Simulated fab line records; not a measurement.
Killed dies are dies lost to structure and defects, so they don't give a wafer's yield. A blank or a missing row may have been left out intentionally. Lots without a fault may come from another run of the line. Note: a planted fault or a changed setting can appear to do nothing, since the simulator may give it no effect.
Struck lot and sound lot, side by side ; flow nand-harc ; 17 out of 1302 route steps
Sound: the wafers L299.2, L299.4, L299.6. Struck: wafer L308.1. (L308.4, L308.5 of the same lot were not struck and are left out.) The cause comes at the end.
Order at every step that has rows: each side's tool, ch and its chambers, its first start. Under that, the readings that differ: sound wafers ; struck wafers ; difference of the means ; sigmas: that difference in standard deviations of wafers without a fault.
alike: same words and numbers on both sides, and readings whose means sit less than 2 such deviations apart. not compared: any withheld reading, any reading some wafer has no value for, any bound like >300 that may hide the same value, and any number with overlapping values for which the record gives no deviation.
Wherever a step has rows on one side only, a row that says differs or no value, or a row with sigmas, the two part there. Non-overlapping numbers with no deviation appear without sigmas and do not part them. A reading missing from all wafers of one side parts the sides only when that side holds two or more wafers.

NHARC_P_GATE_CD_MEAS_46: target cd 720 nm.
  sound on cd-sem-02 ch 0, day 7 08:56; struck on cd-sem-02 ch 0, day 11 17:08
  alike: cd-nm
then, 1 step without rows for these wafers: NHARC_P_GATE_HARDBAKE_47 (time 80 s).
NHARC_P_GATE_DESCUM_48: chemistry O2, time 3 s.
  sound on rie-diel-12 ch 0,1,2, day 7 09:07; struck on rie-diel-06 ch 2, day 11 17:18
  alike: drypump-motor-current-A, mfc-ar-sccm, oes-product-au, rf-vpp-V, showerhead-plenum-p-Torr, throttle-valve-pct
  not compared: rf-hours-counter-h
after that, 1 step had no rows for these wafers: NHARC_P_GATE_IMPLANT_49.
NHARC_P_GATE_STRIP_111: strips in N2/H2, time 250 s.
  sound on plasma-asher-01 ch 0,1, day 7 09:47; struck on plasma-asher-01 ch 0, day 11 18:03
  alike: drypump-motor-current-A, heater-power-w
  not compared: rf-hours-counter-h
NHARC_P_GATE_STRIP_75: strips in O2.
  sound on plasma-asher-01 ch 0,1, day 7 10:05; struck on plasma-asher-01 ch 0, day 11 18:20
  alike: drypump-motor-current-A, heater-power-w
  not compared: rf-hours-counter-h
then, 6 steps without rows for these wafers: NHARC_P_GATE_STRIP_50 (strips in SPM, time 900 s); NHARC_P_GATE_DEHYDRATE_51 (time 120 s); NHARC_P_GATE_HMDS_52 (time 30 s); NHARC_P_GATE_COAT_53; NHARC_P_GATE_SOFTBAKE_54 (time 95 s); NHARC_P_GATE_EBR_55.
NHARC_P_GATE_EXPOSE_56: exposes mask P PSD, target cd 720 nm.
  sound on krf-scanner-02 ch 0, day 7 10:44; struck on krf-scanner-02 ch 0, day 11 18:59
  alike: mask
then, 2 steps without rows for these wafers: NHARC_P_GATE_PEB_57 (peb time 85 s); NHARC_P_GATE_DEVELOP_58 (time 70 s).
NHARC_P_GATE_CD_MEAS_59: target cd 720 nm.
  sound on cd-sem-02 ch 0, day 7 10:54; struck on cd-sem-02 ch 0, day 11 19:08
reading;sound;struck;difference;sigmas
cd-nm (nm);720.5 716.4 717.0;750.3;+32.3;+16
then, 1 step without rows for these wafers: NHARC_P_GATE_HARDBAKE_60 (time 80 s).

== WHERE THEY PART ==
NHARC_P_GATE_CD_MEAS_59 only, going by this record.

WHY: what had been put in by the simulator
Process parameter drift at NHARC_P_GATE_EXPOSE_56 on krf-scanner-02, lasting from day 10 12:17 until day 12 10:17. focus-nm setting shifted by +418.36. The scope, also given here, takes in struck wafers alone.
